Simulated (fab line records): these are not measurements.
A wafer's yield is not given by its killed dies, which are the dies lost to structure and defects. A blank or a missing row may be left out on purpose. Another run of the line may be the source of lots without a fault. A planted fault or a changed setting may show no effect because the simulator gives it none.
A lot that was struck, set against a sound lot / flow n5Finfet / 15 steps out of a route of 1938
Sound: these wafers, L680.1, L680.5, L680.6. Struck: wafer L685.1; the same lot's L685.4 was not struck, so it is left out; see the end for the cause.
Per side, at each step with rows, come the tool, then ch with its chambers, and then its first start. Under that, the readings that differ: sound wafers / struck wafers / difference of the means / sigmas: that difference in standard deviations of wafers without a fault.
alike: readings with means less than 2 such deviations apart, plus words and numbers identical on both sides. not compared: withheld readings, readings lacking a value on some wafer, bounds such as >300 that could conceal the same value, and numbers that have no deviation in the record and whose values overlap.
The two part at a step that has a row with sigmas, a row that says differs or no value, or rows on one side only. Non-overlapping numbers with no deviation appear without sigmas and do not part them. A reading missing from all wafers of one side parts the sides only when that side holds two or more wafers.

first, 8 steps without rows for these wafers: N5_BEOL_M11_COAT_63 (time 60 s, resist thk 100 nm); N5_BEOL_M11_COAT_64 (time 60 s, resist thk 30 nm); N5_BEOL_M11_COAT_22 (resist thk 90 nm); N5_BEOL_M11_EBR_24; N5_BEOL_M11_SOFTBAKE_23 (time 60 s); N5_BEOL_M11_EXPOSE_25 (exposes mask V10); N5_BEOL_M11_PEB_26 (peb time 60 s); N5_BEOL_M11_DEVELOP_27 (develop time 30 s).
N5_BEOL_M11_CD_MEAS_28: the cd target is 70 nm.
  sound on cdSem-01 ch 0, day 11 15:13; struck on cdSem-02 ch 0, day 13 04:16
  alike: cdNm
N5_BEOL_M11_OVL_MEAS_29:
  sound on overlay-01 ch 0, day 11 15:14; struck on overlay-01 ch 0, day 13 04:17
  alike: V10_OVL
N5_BEOL_M11_INSPECT_30: inspects for defects (brightfield).
  struck on defectInspect-02, day 13 04:19; sound on defectInspect-02, day 11 15:16
reading=rawDefectCount; sound=409 737 571; struck=340; difference=-232; sigmas=-2
N5_BEOL_M11_DESCUM_33: chemistry O2, time 7.9 s.
  sound on rieDiel-06 ch 1,2,3, day 11 16:04; struck on rieDiel-06 ch 1, day 13 04:29
  alike: drypumpMotorCurrentA, oesProductAu, rfVppV, showerheadPlenumPTorr, throttleValvePct
  not compared: rfHoursCounterH
N5_BEOL_M11_ETCH_65: etches SiARC in CF4, target depth 39 nm, time 65 s.
  sound on rieDiel-06 ch 1,2,3, day 11 16:05; struck on rieDiel-06 ch 1, day 13 04:32
reading=etchRfOnTimeS (s); sound=65.2 65.6 64.6; struck=128.5; difference=+63.4; sigmas=+37
  alike: drypumpMotorCurrentA, oesProductAu, rfVppV, showerheadPlenumPTorr, throttleValvePct
  not compared: rfHoursCounterH
N5_BEOL_M11_ETCH_66: etches SOC in N2/H2, target depth 120 nm, overetch 24 nm, time 180 s.
  sound on rieDiel-06 ch 1,2,3, day 11 16:08; struck on rieDiel-06 ch 1, day 13 04:35
  alike: drypumpMotorCurrentA, oesProductAu, rfVppV, showerheadPlenumPTorr, throttleValvePct
  not compared: rfHoursCounterH
N5_PASSIVATION_PROBE_49:
  struck on prober-02, day 14 23:21; sound on prober-02, day 13 11:20
reading=killedAtContacts; sound=15 15 28; struck=3; difference=-16; sigmas=-3
reading=killedOpen; sound=61 84 86; struck=43; difference=-34; sigmas=-3
reading=killedShort; sound=32 29 32; struck=55; difference=+24; sigmas=+3
  alike: defectLimitedYield, killed_at_M0_to_M3, killed_at_M4_up, killedAtFrontEnd, killedAtOther, killedDies, sort_bin_5_function, sort_bin_6_memory, sort_bin_8_speed, sortNPass, sortYieldPct

## WHERE THEY PART
First at N5_BEOL_M11_INSPECT_30; last, within this record, at N5_PASSIVATION_PROBE_49.

WHY: what the simulator had put in
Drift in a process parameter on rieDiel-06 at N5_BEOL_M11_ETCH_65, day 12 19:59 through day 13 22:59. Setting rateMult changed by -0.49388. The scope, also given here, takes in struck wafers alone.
